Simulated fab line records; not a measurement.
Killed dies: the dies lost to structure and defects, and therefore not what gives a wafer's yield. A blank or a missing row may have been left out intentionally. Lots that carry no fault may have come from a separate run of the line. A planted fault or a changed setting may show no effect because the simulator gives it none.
Matching of chambers + flow n5_finfet + 4 sister chambers for N5_SD_EPI_N_ETCH_35 on rie_diel-03
The step etches SOC in N2/H2, overetch 108 nm, time 486 s. 8 wafers are shown with their chamber, then 7 later ones without.

## WAFERS WITH THEIR CHAMBER
| wafer  | chamber | drypump_motor_current_A (A) | showerhead_plenum_p_Torr (Torr) |
|--------|---------|-----------------------------|---------------------------------|
| L078.1 | 0       | 6.3                         | 2.64                            |
| L078.2 | 3       | 5.8                         | 2.59                            |
| L081.4 | 2       | 5.7                         | 2.42                            |
| L081.5 | 0       | 6.3                         | 2.63                            |
| L087.1 | 2       | 5.8                         | 2.41                            |
| L087.5 | 1       | 4.9                         | 2.46                            |
| L089.2 | 1       | 4.8                         | 2.45                            |
| L089.3 | 3       | 5.8                         | 2.59                            |

## WAFERS MISSING THEIR CHAMBER
| wafer  | drypump_motor_current_A (A) | showerhead_plenum_p_Torr (Torr) |
|--------|-----------------------------|---------------------------------|
| L089.5 | 5.8                         | 2.59                            |
| L092.1 | 5.8                         | 2.41                            |
| L092.2 | 5.8                         | 2.58                            |
| L092.5 | 4.8                         | 2.45                            |
| L095.1 | 6.3                         | 2.62                            |
| L095.4 | 5.8                         | 2.58                            |
| L095.5 | 6.3                         | 2.62                            |

## THE CHAMBER EACH PASSED THROUGH
| wafer  | from the rows above | in truth |
|--------|---------------------|----------|
| L089.5 | 3                   | 3        |
| L092.1 | 2                   | 2        |
| L092.2 | 3                   | 3        |
| L092.5 | 1                   | 1        |
| L095.1 | 0                   | 0        |
| L095.4 | 3                   | 3        |
| L095.5 | 0                   | 0        |
Correct placement for 7 of the 7. From these rows, 0 cannot be placed. Wrongly placed: 0.
How it was worked out, from the rows above alone: a wafer's distance from a chamber is the root of the sum, over the readings, of the square of ((its reading less the chamber's mean) divided by the reading's scatter). The wafer belongs to the nearest chamber; if the next one is less than 2 further off, it can't be placed. The mean given for a chamber averages the wafers shown for that chamber. How the scatter is found: for the shown wafers, subtract from each reading the mean of its chamber, square and add these, divide the total by (wafers less chambers), then take the root.
